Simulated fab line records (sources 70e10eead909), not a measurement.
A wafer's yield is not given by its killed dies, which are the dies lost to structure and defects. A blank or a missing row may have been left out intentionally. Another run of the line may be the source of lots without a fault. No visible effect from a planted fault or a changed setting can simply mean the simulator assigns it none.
Chamber matching :: flow nand harc :: rie diel-03 running NHARC_A_BLC_ETCH_16: 4 sister chambers
The step etches the open film in CF4, target depth 39 nm, time 65 s. 4 wafers are shown with their chamber, then 10 later ones without.

WAFERS PAIRED WITH THEIR CHAMBERS
wafer: L201.1
chamber: 2
drypump motor current A (A): 5.2

wafer: L204.4
chamber: 3
drypump motor current A (A): 5.4

wafer: L205.3
chamber: 1
drypump motor current A (A): 5.0

wafer: L205.5
chamber: 0
drypump motor current A (A): 6.0

WAFERS MISSING THEIR CHAMBER
wafer: L205.6
drypump motor current A (A): 5.4

wafer: L211.2
drypump motor current A (A): 5.1

wafer: L211.3
drypump motor current A (A): 5.9

wafer: L211.4
drypump motor current A (A): 5.4

wafer: L213.2
drypump motor current A (A): 5.9

wafer: L213.4
drypump motor current A (A): 5.4

wafer: L213.5
drypump motor current A (A): 5.0

wafer: L214.1
drypump motor current A (A): 5.0

wafer: L214.2
drypump motor current A (A): 5.5

wafer: L214.4
drypump motor current A (A): 5.2

EACH ONE'S CHAMBER
wafer: L205.6
from the rows above: 3
in truth: 3

wafer: L211.2
from the rows above: can't be placed: 1 or 2
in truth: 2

wafer: L211.3
from the rows above: 0
in truth: 0

wafer: L211.4
from the rows above: 3
in truth: 3

wafer: L213.2
from the rows above: 0
in truth: 0

wafer: L213.4
from the rows above: 3
in truth: 3

wafer: L213.5
from the rows above: 1
in truth: 1

wafer: L214.1
from the rows above: 1
in truth: 1

wafer: L214.2
from the rows above: 3
in truth: 3

wafer: L214.4
from the rows above: 2
in truth: 2
Placed correctly: 9 of 10. Not placeable from these rows: 1 (in 1, the candidates include the true chamber). 0 placed wrongly.
How it was worked out, from the rows above alone: a wafer's distance from a chamber is the root of the sum, over the readings, of the square of ((its reading less the chamber's mean) divided by the reading's scatter). If the next closest chamber is less than 2 further off than the closest, the wafer can't be placed; otherwise it belongs to the closest. The mean given for a chamber averages the wafers shown for that chamber. The scatter: root of mean squared gap, hidden wafer to nearest shown wafer, with one shown wafer a chamber.
